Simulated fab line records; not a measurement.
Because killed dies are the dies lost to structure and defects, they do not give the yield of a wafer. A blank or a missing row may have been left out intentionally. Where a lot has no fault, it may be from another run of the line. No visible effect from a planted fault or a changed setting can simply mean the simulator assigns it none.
A struck lot beside a sound one | flow n5_finfet | 19 out of 1938 route steps
Sound: wafers L679.1, L679.2, L679.3. Struck: wafers L684.2, L684.5, L684.6. At the end, the cause is stated.
For every step that has rows: the tool of each side, followed by ch and its chambers, followed by its first start. Under that, the readings that differ: sound wafers | struck wafers | difference of the means | sigmas: that difference in standard deviations of wafers without a fault.
alike: readings with means less than 2 such deviations apart, plus words and numbers identical on both sides. not compared: withheld readings, readings lacking a value on some wafer, bounds such as >300 that could conceal the same value, and numbers that have no deviation in the record and whose values overlap.
A row with sigmas, a row that says differs or no value, or rows on one side alone: a step with any of these is where the two part. Non-overlapping numbers with no deviation appear without sigmas and do not part them. A reading missing from all wafers of one side parts the sides only when that side holds two or more wafers.

N5_BEOL_M3_RS_MEAS_58: a four-point-probe measurement.
  sound: film_metro-01 at day 9 21:08; struck: film_metro-01 at day 11 02:05
  alike: M3_RS
N5_BEOL_M3_INSPECT_59: inspects for defects (darkfield).
  sound: defect_inspect-02 at day 9 21:09; struck: defect_inspect-02 at day 11 02:07
  alike: raw_defect_count
N5_BEOL_M4_ILD_DEP_00: deposits SiOC from DEMS/O2, target thk 79 nm, time 15.3 s.
  sound on pecvd-03 ch 0,1, day 9 21:11; struck on pecvd-02 ch 0,2, day 11 02:09
  alike: heater_power_w, showerhead_plenum_p_Torr, throttle_valve_pct
  not compared: since_wet_clean_h
N5_BEOL_M4_THK_MEAS_01:
  sound: film_metro-01 at day 9 21:16; struck: film_metro-01 at day 11 02:13
  alike: M4_ILD_THK
N5_BEOL_M4_PECVD_72: deposits SiO2 from TEOS/O2, target thk 16 nm, time 18 s.
  sound on pecvd-02 ch 0,1, day 9 21:19; struck on pecvd-01 ch 0,2, day 11 02:15
  alike: heater_power_w, showerhead_plenum_p_Torr, throttle_valve_pct
  not compared: since_wet_clean_h
N5_BEOL_M4_HM_DEP_02: deposits TiN, target thk 20 nm.
  sound: pvd_sputter-02 at day 9 21:29; struck: pvd_sputter-03 at day 11 03:28
  alike: throttle_valve_pct
then, 6 steps without rows for these wafers: N5_BEOL_M4_COAT_61 (time 60 s, resist thk 60 nm); N5_BEOL_M4_COAT_62 (time 60 s, resist thk 12 nm); N5_BEOL_M4_COAT_73 (time 60 s, resist thk 5 nm); N5_BEOL_M4_COAT_05 (resist thk 30 nm); N5_BEOL_M4_EBR_07; N5_BEOL_M4_SOFTBAKE_06 (time 60 s).
N5_BEOL_M4_EXPOSE_08: exposes mask M4.
  sound on euv_scanner-01 ch 0, day 9 21:52; struck on euv_scanner-01 ch 0, day 11 03:46
  reading                         | sound          | struck | difference | sigmas
  model.BEOL_M4.overlay_x_nm (nm) | -0.4 -0.4 -0.4 | 6 6 6  | +6         |
  alike: mask
then, 2 steps without rows for these wafers: N5_BEOL_M4_PEB_09 (peb time 60 s); N5_BEOL_M4_DEVELOP_10 (develop time 30 s).
N5_BEOL_M4_CD_MEAS_11: target cd 16.79 nm.
  sound on cd_sem-03 ch 0, day 9 22:00; struck on cd_sem-01 ch 0, day 11 03:54
  alike: cd_nm
N5_BEOL_M4_OVL_MEAS_12:
  sound on overlay-02 ch 0, day 9 22:02; struck on overlay-02 ch 0, day 11 03:56
  reading     | sound          | struck      | difference | sigmas
  M4_OVL (nm) | -0.3 -1.0 -0.3 | 5.9 6.0 6.0 | +6.5       | +11
N5_BEOL_M4_INSPECT_13: inspects for defects (brightfield).
  sound: defect_inspect-02 at day 9 22:05; struck: defect_inspect-01 at day 11 03:59
  alike: raw_defect_count
N5_BEOL_M4_RC_MEAS_101:
  sound on prober-02 ch 0, day 11 03:59; struck on prober-01 ch 0, day 12 12:28
  alike: DIBL_N, DIBL_P, IOFF_N, IOFF_P, ION_N, ION_P, SS_N, SS_P, VT_N, VT_P

## WHERE THEY PART
At N5_BEOL_M4_OVL_MEAS_12 and nowhere else, as far as this record goes. Later steps at which nothing parts them and some readings are alike: N5_BEOL_M4_INSPECT_13, N5_BEOL_M4_RC_MEAS_101.

WHY: whatever the simulator had introduced
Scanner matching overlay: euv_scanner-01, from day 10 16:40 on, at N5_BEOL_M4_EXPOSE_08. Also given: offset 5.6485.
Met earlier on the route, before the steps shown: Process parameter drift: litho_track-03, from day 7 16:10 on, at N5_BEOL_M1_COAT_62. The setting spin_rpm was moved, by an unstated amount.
